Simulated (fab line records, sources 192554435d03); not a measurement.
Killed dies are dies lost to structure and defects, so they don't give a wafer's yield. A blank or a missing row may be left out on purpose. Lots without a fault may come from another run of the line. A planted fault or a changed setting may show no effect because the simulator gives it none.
fab line records | flow n5_finfet | part 1 of 2: steps 1 to 18 of 30
record lots=5 wafers=15 last_day=17
route steps=1938 shown FIN_CUT@173 STI_FIN_REVEAL@183
lots that met no fault: from a run of the same line without faults
start_h: hours from the record's first day to the start of the lot's first wafer shown | wait_h: hours since the lot's step before | " the same as in the row above | L1.1+2: a row that stands for several wafers | - no value, or no start given | * or withheld: withheld | < > ~ a bound
route shown NAME@n: a module of which the file shows steps, and the number in the route of the first | usual: mean/standard deviation of fault-free wafers | same: alike in all rows | chamber/n: place in a boat | sites: the reading at each site | _std_site: their standard deviation | _edge_site: outer sites' mean less inner sites' | radius_mm: how far each site lies from the wafer's centre | mask NAME#n: copy n | behind: the tool/chamber that last shaped the wafer | hold: why the lot was held/for how many hours/how that ended | device: the transistor (n, p or np) that didn't switch | end of line: the same wafers' tests at the end of the route | a step without rows: its recipe alone | killed: dies lost to structure and defects at the first sort, not the wafer's yield | map: a wafer's dies, x killed, . not, _ none there
set.NAME: the setting as run; set.NAME@STEP: as run at that earlier step | model.NAME: the simulator's own value behind a step, which no gauge read
lots at some steps of the route; a table a step, a row a wafer
services: from which hour (start_h, from the record's first day; less than 0 if before it) a tool's chamber was out of use, for how many hours, and why
## steps
# step N5_FIN_CUT_CUT_ETCH_26
# recipe chemistry=CH3F/O2 target=SiNx target_depth_a=390 mask_material=SOC time_s=55.7 pressure_mtorr=30 source_w=395 bias_w=73 Ar_flow_sccm=150 CH3F_flow_sccm=30 O2_flow_sccm=20 ion_energy_ev=120
# usual drypump_motor_current_A=5.7/0.62 oes_ar_750_au=0.80/0.078 oes_product_au=0.80/0.081 rf_vpp_V=298.1/2.9 showerhead_plenum_p_Torr=2.01/0.065 throttle_valve_pct=16.35/0.18
# columns lot.wafer tool chamber start_h wait_h drypump_motor_current_A oes_ar_750_au oes_product_au rf_hours_counter_h rf_vpp_V showerhead_plenum_p_Torr throttle_valve_pct
L078.1 rie_diel-04 2 52.91 0.0 6.2 0.81 0.81 88 300.0 1.95 16.43
L078.4 " 0 " " 5.3 0.70 0.70 231 294.3 1.90 16.51
L078.6 " 1 " " 5.9 0.81 0.82 - 300.7 2.11 16.37
L080.1 rie_diel-01 1 63.82 0.0 6.8 0.88 0.88 37 291.8 2.04 16.17
L080.2 " 2 " " 4.9 0.80 0.81 107 299.7 1.94 16.34
L080.4 " 0 " " 5.4 0.90 0.90 29 295.8 2.04 16.12
L082.2 rie_diel-04 0 74.94 0.0 5.3 0.70 0.69 238 295.2 1.89 16.52
L082.5 " 2 " " 6.2 0.80 0.81 - 300.8 1.94 16.46
L082.6 " 0 " " 5.3 0.70 0.70 - 294.9 1.89 16.52
L085.2 rie_diel-01 2 98.03 0.0 4.8 0.78 0.79 118 299.3 1.94 16.36
L085.3 " 3 " " 5.4 0.70 0.68 232 295.9 1.98 16.37
L085.6 " 2 " " 4.9 0.79 0.80 - 299.3 1.94 16.36
L094.1 rie_diel-01 1 148.03 0.0 6.8 0.85 0.84 65 293.4 2.03 16.25
L094.3 " 2 " " 4.9 0.78 0.78 130 298.7 1.93 16.40
L094.4 " 3 " " 5.4 0.69 0.68 248 295.8 1.97 16.41
# step N5_FIN_CUT_CUT_ETCH_27
# recipe chemistry=CHF3/O2 target=SiO2 target_depth_a=40 mask_material=SOC overetch_a=20 time_s=4.9 pressure_mtorr=30 source_w=650 bias_w=170 Ar_flow_sccm=200 CHF3_flow_sccm=50 O2_flow_sccm=5 ion_energy_ev=200
# usual drypump_motor_current_A=5.7/0.62 oes_ar_750_au=0.80/0.078 oes_product_au=0.63/0.061 rf_vpp_V=525/5.2 showerhead_plenum_p_Torr=2.42/0.075 throttle_valve_pct=18.82/0.17
# columns lot.wafer tool chamber start_h wait_h drypump_motor_current_A oes_ar_750_au oes_product_au rf_hours_counter_h rf_vpp_V showerhead_plenum_p_Torr throttle_valve_pct
L078.1 rie_diel-04 2 52.95 0.0 6.2 0.80 0.64 88 530 2.35 18.93
L078.4 " 0 " " 5.4 0.70 0.55 231 518 2.29 18.95
L078.6 " 1 " " 5.9 0.81 0.63 - 528 2.53 18.83
L080.1 rie_diel-01 1 63.86 0.0 6.8 0.89 0.69 37 516 2.46 18.69
L080.2 " 2 " " 4.9 0.79 0.63 107 528 2.34 18.80
L080.4 " 0 " " 5.4 0.91 0.72 29 522 2.46 18.60
L082.2 rie_diel-04 0 74.98 0.0 5.4 0.70 0.56 238 518 2.29 18.96
L082.5 " 2 " " 6.2 0.79 0.63 - 530 2.35 18.94
L082.6 " 0 " " 5.4 0.70 0.56 - 519 2.29 18.97
L085.2 rie_diel-01 2 98.08 0.0 4.9 0.79 0.62 118 527 2.34 18.82
L085.3 " 3 " " 5.4 0.70 0.55 232 524 2.39 18.83
L085.6 " 2 " " 4.9 0.78 0.61 - 527 2.34 18.82
L094.1 rie_diel-01 1 148.07 0.0 6.8 0.84 0.66 65 516 2.45 18.70
L094.3 " 2 " " 4.9 0.77 0.61 130 528 2.33 18.87
L094.4 " 3 " " 5.4 0.69 0.55 248 522 2.38 18.84
# step N5_FIN_CUT_PRECLEAN_35
# recipe time_s=13.3 temp_c=45 pressure_torr=125 p_hf_torr=3 p_coreactant_torr=25 chemistry=vHF
# usual drypump_motor_current_A=5.5/0.53
# columns lot.wafer tool chamber start_h wait_h drypump_motor_current_A
L078.1 vapor_etch-02 0 53.02 0.0 5.0
L078.4 " 1 " " 6.3
L078.6 " 1 " " 6.3
L080.1 vapor_etch-02 0 63.93 0.0 5.0
L080.2 " 1 " " 6.3
L080.4 " 1 " " 6.4
L082.2 vapor_etch-01 0 75.05 0.0 5.1
L082.5 " 0 " " 5.1
L082.6 " 1 " " 5.5
L085.2 vapor_etch-02 0 98.15 0.0 5.0
L085.3 " 0 " " 5.1
L085.6 " 0 " " 5.1
L094.1 vapor_etch-01 1 148.14 0.0 5.5
L094.3 " 1 " " 5.5
L094.4 " 0 " " 5.1
# step N5_FIN_CUT_CUT_ETCH_15
# recipe chemistry=HBr/Cl2/O2 target=Si target_depth_a=1000 bt_time_s=10 mask_material=SOC time_s=42.4 ion_energy_ev=* bias_w=* pressure_mtorr=10 icp_w=800 HBr_flow_sccm=150 Cl2_flow_sccm=80 O2_flow_sccm=12
# usual drypump_motor_current_A=6.0/0.38 oes_product_au=0.996/0.01 throttle_valve_pct=37.11/0.25
# columns lot.wafer tool chamber start_h wait_h drypump_motor_current_A oes_product_au rf_hours_counter_h throttle_valve_pct
L078.1 rie_si-03 3 53.10 0.1 5.3 0.987 91 36.80
L078.4 " 0 " " 6.0 1.007 191 37.00
L078.6 " 0 " " 6.0 1.001 - 37.03
L080.1 rie_si-03 0 64.01 0.1 6.0 1.001 191 36.98
L080.2 " 2 " " 5.8 0.994 50 37.08
L080.4 " 3 " " 5.3 0.994 92 36.79
L082.2 rie_si-03 3 75.13 0.1 5.4 0.989 92 36.79
L082.5 " 1 " " 6.3 0.971 - 36.80
L082.6 " 2 " " 5.8 0.994 - 37.10
L085.2 rie_si-02 1 98.23 0.1 5.5 0.991 149 37.02
L085.3 " 0 " " 6.1 1.002 3 37.14
L085.6 " 1 " " 5.5 0.997 - 37.03
L094.1 rie_si-03 3 148.22 0.1 5.4 0.990 93 36.79
L094.3 " 2 " " 5.8 0.989 51 37.10
L094.4 " 1 " " 6.3 0.971 120 36.80
# step N5_FIN_CUT_CUT_ETCH_28
# recipe chemistry=HBr/Cl2/O2 target=Si target_depth_a=60 mask_material=SOC time_s=2.4 ion_energy_ev=* bias_w=* pressure_mtorr=10 icp_w=800 HBr_flow_sccm=150 Cl2_flow_sccm=80 O2_flow_sccm=12
# usual drypump_motor_current_A=6.0/0.38 oes_product_au=0.996/0.0096 throttle_valve_pct=37.10/0.25
# columns lot.wafer tool chamber start_h wait_h drypump_motor_current_A oes_product_au rf_hours_counter_h throttle_valve_pct
L078.1 rie_si-03 3 53.16 0.0 5.4 0.994 91 36.79
L078.4 " 0 " " 6.0 1.002 191 37.00
L078.6 " 0 " " 6.0 1.002 - 36.99
L080.1 rie_si-03 0 64.06 0.0 6.0 1.000 191 37.00
L080.2 " 2 " " 5.8 0.996 50 37.09
L080.4 " 3 " " 5.3 0.990 92 36.80
L082.2 rie_si-03 3 75.19 0.0 5.3 0.987 92 36.79
L082.5 " 1 " " 6.3 0.978 - 36.81
L082.6 " 2 " " 5.8 0.996 - 37.09
L085.2 rie_si-02 1 98.28 0.0 5.5 0.992 149 37.04
L085.3 " 0 " " 6.1 1.007 3 37.14
L085.6 " 1 " " 5.5 0.994 - 37.03
L094.1 rie_si-03 3 148.27 0.0 5.4 0.989 93 36.79
L094.3 " 2 " " 5.9 0.991 51 37.07
L094.4 " 1 " " 6.3 0.988 120 36.80
# step N5_FIN_CUT_STRIP_22
# recipe chemistry=N2/H2 power_w=500 temp_c=40 pressure_mtorr=50 rf_frequency_hz=6e+07 overash_fraction=0.3 bias_power_w=8 h2_frac=0.5 n2_flow_sccm=300 h2_flow_sccm=300
# usual bias_power_w=8.004/0.023 drypump_motor_current_A=5.7/0.6 oes_product_au=0.79/0.081 power_w=500.3/1.3 rf_vpp_V=54.3/2 showerhead_plenum_p_Torr=3.36/0.11 throttle_valve_pct=19.02/0.27
# columns lot.wafer tool chamber start_h wait_h bias_power_w drypump_motor_current_A oes_product_au power_w rf_hours_counter_h rf_vpp_V showerhead_plenum_p_Torr throttle_valve_pct
L078.1 rie_diel-06 0 53.31 0.1 7.988 6.3 0.70 498.5 243 55.3 3.45 19.28
L078.4 " 2 " " 7.976 6.6 0.71 498.9 231 52.8 3.45 19.59
L078.6 " 0 " " 8.020 6.3 0.69 500.3 - 54.8 3.45 19.24
L080.1 rie_diel-01 2 64.13 0.0 8.030 4.9 0.80 499.5 107 55.8 3.25 18.97
L080.2 " 1 " " 8.017 6.8 0.88 499.5 37 53.6 3.42 18.91
L080.4 " 0 " " 8.004 5.5 0.90 501.3 29 51.9 3.43 18.73
L082.2 rie_diel-04 0 75.25 0.0 8.009 5.3 0.69 499.7 238 53.5 3.18 18.98
L082.5 " 2 " " 8.015 6.2 0.81 499.3 - 55.0 3.26 19.55
L082.6 " 1 " " 7.988 5.9 0.80 500.9 - 56.5 3.52 18.89
L085.2 rie_diel-06 0 98.35 0.0 8.016 6.3 0.99 501.8 2 54.2 3.45 18.97
L085.3 " 2 " " 7.973 6.6 0.71 498.6 246 57.0 3.44 19.62
L085.6 " 0 " " 7.990 6.3 0.99 498.6 - 56.1 3.45 18.93
L094.1 rie_diel-01 2 148.71 0.4 7.983 4.9 0.78 498.6 130 55.6 3.24 18.95
L094.3 " 3 " " 8.042 5.4 0.67 501.0 249 57.6 3.30 18.98
L094.4 " 1 " " 8.014 6.7 0.86 499.9 66 54.4 3.41 19.00
# step N5_FIN_CUT_PRECLEAN_36
# recipe chemistry=O3/DIW time_s=60 temp_c=22 o3_ppm=10
# columns lot.wafer tool chamber start_h wait_h
L078.1+4+6 wet_bench-01 0,2,6 53.38 -
L080.1+2+4 wet_bench-01 6,7,1 64.20 -
L082.2+5+6 wet_bench-04 4,0,1 75.32 -
L085.2+3+6 wet_bench-01 3,4,6 98.41 -
L094.1+3+4 wet_bench-01 3,5,4 148.78 -
# step N5_FIN_CUT_SRD_32
# recipe dry=ipa_marangoni time_s=30 temp_c=23 rinse_liquid=diw
# columns lot.wafer tool chamber start_h wait_h
L078.1+4+6 wet_bench-01 0,2,6 53.40 0.0
L080.1+2+4 wet_bench-01 6,7,1 64.22 0.0
L082.2+5+6 wet_bench-04 4,0,1 75.34 0.0
L085.2+3+6 wet_bench-01 3,4,6 98.43 0.0
L094.1+3+4 wet_bench-01 3,5,4 148.80 0.0
# step N5_FIN_CUT_UV_OZONE_34
# recipe time_s=120 pressure_torr=760 temp_c=25
# columns lot.wafer tool chamber start_h wait_h
L078.1+4+6 wet_bench-01 0,2,6 53.42 0.0
L080.1+2+4 wet_bench-01 6,7,1 64.23 0.0
L082.2+5+6 wet_bench-04 4,0,1 75.36 0.0
L085.2+3+6 wet_bench-01 3,4,6 98.45 0.0
L094.1+3+4 wet_bench-01 3,5,4 148.82 0.0
# step N5_FIN_CUT_INSPECT_17
# recipe inspect_instrument=brightfield mode=aei
# usual raw_defect_count=241/69
# columns lot.wafer tool chamber start_h wait_h raw_defect_count
L078.1 defect_inspect-01 - 53.47 0.0 179
L078.4 " - " " 148
L078.6 " - " " 235
L080.1 defect_inspect-01 - 64.29 0.0 157
L080.2 " - " " 281
L080.4 " - " " 236
L082.2 defect_inspect-01 - 75.41 0.0 226
L082.5 " - " " 230
L082.6 " - " " 300
L085.2 defect_inspect-01 - 98.51 0.0 171
L085.3 " - " " 197
L085.6 " - " " 224
L094.1 defect_inspect-01 - 148.87 0.0 318
L094.3 " - " " 209
L094.4 " - " " 191
# step N5_STI_FIN_REVEAL_ALD_00
# recipe material=SiO2 target_thk_a=10 temp_c=300 ald_precursor_family=BDEAS ald_co_reactant=O2-plasma pulse_time_s=1 pressure_torr=2
# usual heater_power_w=478/46 precursor_pulse_height_rel=0.998/0.021
# columns lot.wafer tool chamber start_h wait_h heater_power_w precursor_pulse_height_rel
L078.1 ald_sin-02 1 53.51 0.0 431 1.044
L078.4 " 3 " " 433 0.989
L078.6 " 2 " " 525 1.029
L080.1 ald_sin-02 3 64.33 0.0 431 1.001
L080.2 " 1 " " 432 0.979
L080.4 " 0 " " 462 0.992
L082.2 ald_sin-01 1 75.45 0.0 563 0.972
L082.5 " 3 " " 504 1.009
L082.6 " 0 " " 440 0.993
L085.2 ald_sin-03 1 100.38 1.9 492 1.018
L085.3 " 2 " " 400 1.022
L085.6 " 3 " " 517 0.992
L094.1 ald_sin-03 2 148.91 0.0 396 1.023
L094.3 " 3 " " 509 1.000
L094.4 " 0 " " 490 0.968
# step N5_STI_FIN_REVEAL_ALD_14
# recipe material=Si3N4 target_thk_a=30 temp_c=400 ald_precursor_family=SiH2I2 ald_co_reactant=N2/H2-plasma pressure_torr=2
# usual heater_power_w=854/81
# columns lot.wafer tool chamber start_h wait_h heater_power_w
L078.1 ald_sin-02 1 53.56 0.0 776
L078.4 " 3 " " 762
L078.6 " 2 " " 950
L080.1 ald_sin-02 3 64.38 0.0 770
L080.2 " 1 " " 751
L080.4 " 0 " " 828
L082.2 ald_sin-01 1 75.50 0.0 979
L082.5 " 3 " " 947
L082.6 " 0 " " 817
L085.2 ald_sin-03 1 100.42 0.0 878
L085.3 " 2 " " 711
L085.6 " 3 " " 902
L094.1 ald_sin-03 2 148.96 0.0 732
L094.3 " 3 " " 928
L094.4 " 0 " " 878
# step N5_STI_FIN_REVEAL_FCVD_FILL_01
# recipe material=SiO2_flowable target_thk_a=3120 temp_c=100 pressure_torr=0.8 rf_w=2000 time_s=512.2
# columns lot.wafer tool chamber start_h wait_h
L078.1+4+6 fcvd-02 0 53.80 0.1
L080.1+2+4 fcvd-02 0,1,1 64.61 0.1
L082.2+5+6 fcvd-01 1,1,0 75.74 0.1
L085.2+3+6 fcvd-02 0,1,0 100.66 0.1
L094.1+3+4 fcvd-01 1,1,0 149.20 0.1
# step N5_STI_FIN_REVEAL_DENSIFY_02
# recipe temp_c=650 ambient=steam time_s=1800 idle_temp_c=400 densification_p_h2o_torr=640
# usual spike_tc_centre_C=650.3/1.3
# columns lot.wafer tool chamber start_h wait_h spike_tc_centre_C
L078.1 furnace-03 0 55.03 1.0 650.6
L078.4 " 0 " " 648.1
L078.6 " 0 " " 650.2
L080.1 furnace-02 0 65.25 0.4 648.3
L080.2 " 0 " " 648.4
L080.4 " 0 " " 649.5
L082.2 furnace-02 0 76.37 0.4 648.1
L082.5 " 0 " " 648.4
L082.6 " 0 " " 648.7
L085.2 furnace-01 0 101.31 0.4 651.1
L085.3 " 0 " " 652.5
L085.6 " 0 " " 651.1
L094.1 furnace-02 0 149.83 0.4 648.0
L094.3 " 0 " " 648.9
L094.4 " 0 " " 649.5
# step N5_STI_FIN_REVEAL_CMP_04
# recipe stop_on=Si3N4 t_overpolish_s=4 down_force_psi=2 platen_rpm=54.18 post_cmp_clean=alkaline_brush pad_velocity_m_s=1.078 target_thk_nm=131.83
# usual motor_current_A=8.1/0.69 overpolish_run_s=3.999/0.0094 time_to_endpoint_s=105/5.1
# columns lot.wafer tool chamber start_h wait_h motor_current_A overpolish_run_s time_to_endpoint_s
L078.4 cmp-03 3 59.20 0.0 7.3 3.993 104
L078.1 " 0 " " 8.0 4.008 102
L078.6 " 0 " " 7.7 3.991 104
L080.2 cmp-01 0 69.46 0.1 7.7 4.002 103
L080.4 " 1 " " 8.5 3.993 100
L080.1 " 2 " " 7.3 4.009 105
L082.2 cmp-01 3 80.65 0.1 8.4 3.984 103
L082.5 " 0 " " 8.0 4.003 102
L082.6 " 1 " " 8.9 4.000 98
L085.3 cmp-04 0 105.48 0.0 8.5 3.987 101
L085.2 " 3 " " 8.9 4.003 101
L085.6 " 0 " " 8.5 4.013 103
L094.3 cmp-01 1 154.01 0.0 8.9 4.002 101
L094.4 " 3 " " 8.9 3.990 109
L094.1 " 0 " " 8.4 3.994 104
# step N5_STI_FIN_REVEAL_THK_MEAS_05
# usual thk_nm=132.4/1.1
# columns lot.wafer tool chamber start_h wait_h thk_nm
L078.1 film_metro-02 - 59.49 - 131.5
L078.4 " - " " 131.7
L078.6 " - " " 131.9
L080.1 film_metro-01 - 69.72 - 133.2
L080.2 " - " " 131.1
L080.4 " - " " 132.3
L082.2 film_metro-01 - 80.83 - 133.0
L082.5 " - " " 133.8
L082.6 " - " " 132.2
L085.2 film_metro-01 - 105.77 - 131.3
L085.3 " - " " 130.2
L085.6 " - " " 131.9
L094.1 film_metro-02 - 154.30 - 133.5
L094.3 " - " " 132.6
L094.4 " - " " 132.6
# step N5_STI_FIN_REVEAL_DENSIFY_30
# recipe temp_c=* time_s=* ambient=N2 idle_temp_c=600 ramp_up_c_per_s=150 ramp_down_c_per_s=60 cool_to_c=600
# usual lamp_power_pct=11.53/0.06 lamp_zone_4_pct=11.528/0.017 lamp_zone_5_pct=11.535/0.015 lamp_zone_6_pct=11.451/0.015 wafer_temp_C_max=*
# columns lot.wafer tool chamber start_h wait_h lamp_power_pct lamp_zone_4_pct lamp_zone_5_pct lamp_zone_6_pct wafer_temp_C_max
L078.1 rtp_anneal-02 0 59.52 0.0 11.36 11.533 11.551 11.450 *
L078.4 " 0 " " 11.53 11.542 11.518 11.436 *
L078.6 " 0 " " 11.47 11.509 11.530 11.444 *
L080.1 rtp_anneal-02 0 69.75 0.0 11.58 11.556 11.556 11.452 *
L080.2 " 0 " " 11.56 11.530 11.538 11.425 *
L080.4 " 0 " " 11.48 11.567 11.570 11.464 *
L082.2 rtp_anneal-02 0 80.89 0.1 11.57 11.534 11.511 11.434 *
L082.5 " 0 " " 11.54 11.506 11.523 11.483 *
L082.6 " 0 " " 11.52 11.521 11.539 11.455 *
L085.2 rtp_anneal-01 0 105.83 0.1 11.57 11.536 11.516 11.470 *
L085.3 " 0 " " 11.58 11.538 11.542 11.448 *
L085.6 " 0 " " 11.52 11.533 11.520 11.438 *
L094.1 rtp_anneal-01 0 154.35 0.0 11.56 11.523 11.558 11.431 *
L094.3 " 0 " " 11.48 11.515 11.523 11.429 *
L094.4 " 0 " " 11.48 11.536 11.541 11.452 *
# step N5_STI_FIN_REVEAL_ETCHBACK_08
# recipe chemistry=C4F6/O2 target=SiO2 target_depth_a=305 time_s=10.167 ion_energy_ev=250 pressure_mtorr=30 source_w=345 bias_w=185 Ar_flow_sccm=300 C4F6_flow_sccm=10 O2_flow_sccm=10
# usual C4F6_flow_sccm=10.00/0.032 drypump_motor_current_A=5.9/0.52 oes_ar_750_au=0.79/0.08 oes_product_au=0.79/0.083 rf_vpp_V=669/7.4 showerhead_plenum_p_Torr=2.90/0.096 throttle_valve_pct=21.15/0.21
# columns lot.wafer tool chamber start_h wait_h C4F6_flow_sccm drypump_motor_current_A oes_ar_750_au oes_product_au rf_hours_counter_h rf_vpp_V showerhead_plenum_p_Torr throttle_valve_pct
L078.1 rie_diel-02 0 59.75 0.2 10.04 6.2 0.75 0.76 142 682 2.98 21.18
L078.4 " 2 " " 10.05 6.0 0.71 0.72 - 664 2.72 21.51
L078.6 " 3 " " 9.98 5.8 0.87 0.87 - 678 3.01 21.31
L080.1 rie_diel-05 2 70.01 0.2 9.99 5.9 0.73 0.73 189 671 2.94 20.87
L080.2 " 1 " " 10.04 4.9 0.95 0.97 8 660 2.80 20.92
L080.4 " 0 " " 9.97 5.7 0.79 0.79 89 672 2.99 21.24
L082.2 rie_diel-05 1 81.16 0.2 9.99 4.9 0.94 0.94 12 661 2.80 20.90
L082.5 " 0 " " 10.01 5.7 0.79 0.78 - 672 2.99 21.24
L082.6 " 1 " " 9.98 4.9 0.93 0.94 - 661 2.80 20.92
L085.2 rie_diel-03 2 106.04 0.2 10.03 5.8 0.97 0.97 0 666 3.03 21.26
L085.3 " 3 " " 10.02 6.1 0.79 0.78 126 657 2.85 21.16
L085.6 " 0 " " 10.05 6.4 0.71 0.70 - 678 2.92 21.16
L094.1 rie_diel-02 2 154.57 0.2 9.98 6.0 0.69 0.70 241 665 2.70 21.54
L094.3 " 3 " " 9.97 5.8 0.84 0.85 85 677 3.00 21.32
L094.4 " 1 " " 9.95 5.0 0.89 0.90 27 661 2.78 20.98
